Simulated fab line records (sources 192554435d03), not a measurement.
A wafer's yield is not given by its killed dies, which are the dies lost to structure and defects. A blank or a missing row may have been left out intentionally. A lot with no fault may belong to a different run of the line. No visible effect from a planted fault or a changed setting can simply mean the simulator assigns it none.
Matching of chambers :: flow n5_finfet :: N5_DUMMY_GATE_ALD_02 on ald_sin-02 has 4 sister chambers
The step deposits SiO2, target thk 2 nm, pulse time 1 s. 4 wafers are shown with their chamber, then 7 later ones without.

WAFERS WITH THEIR CHAMBER
wafer: L091.3
chamber: 2
heater_power_w (W): 372

wafer: L091.5
chamber: 0
heater_power_w (W): 463

wafer: L093.3
chamber: 1
heater_power_w (W): 516

wafer: L093.4
chamber: 3
heater_power_w (W): 447

WAFERS WHOSE CHAMBER IS MISSING
wafer: L093.6
heater_power_w (W): 522

wafer: L094.1
heater_power_w (W): 435

wafer: L094.4
heater_power_w (W): 525

wafer: L094.5
heater_power_w (W): 446

wafer: L095.3
heater_power_w (W): 524

wafer: L095.5
heater_power_w (W): 376

wafer: L095.6
heater_power_w (W): 531

WHICH CHAMBER EACH ONE RAN IN
wafer: L093.6
from the rows above: 1
in truth: 1

wafer: L094.1
from the rows above: can't be placed: 3 or 0
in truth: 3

wafer: L094.4
from the rows above: 1
in truth: 1

wafer: L094.5
from the rows above: can't be placed: 3 or 0
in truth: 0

wafer: L095.3
from the rows above: 1
in truth: 1

wafer: L095.5
from the rows above: 2
in truth: 2

wafer: L095.6
from the rows above: 1
in truth: 1
Placed correctly: 5 of 7. These rows do not allow placing 2 (true chamber among the candidates in 2). 0 placed wrongly.
How it was worked out, from the rows above alone: a wafer's distance from a chamber is the root of the sum, over the readings, of the square of ((its reading less the chamber's mean) divided by the reading's scatter). If the next closest chamber is less than 2 further off than the closest, the wafer can't be placed; otherwise it belongs to the closest. For every chamber, the mean is computed from those of its wafers that are shown. The scatter: with one shown wafer a chamber, the root of the mean of the squares of how far each hidden wafer lies from its nearest shown one.
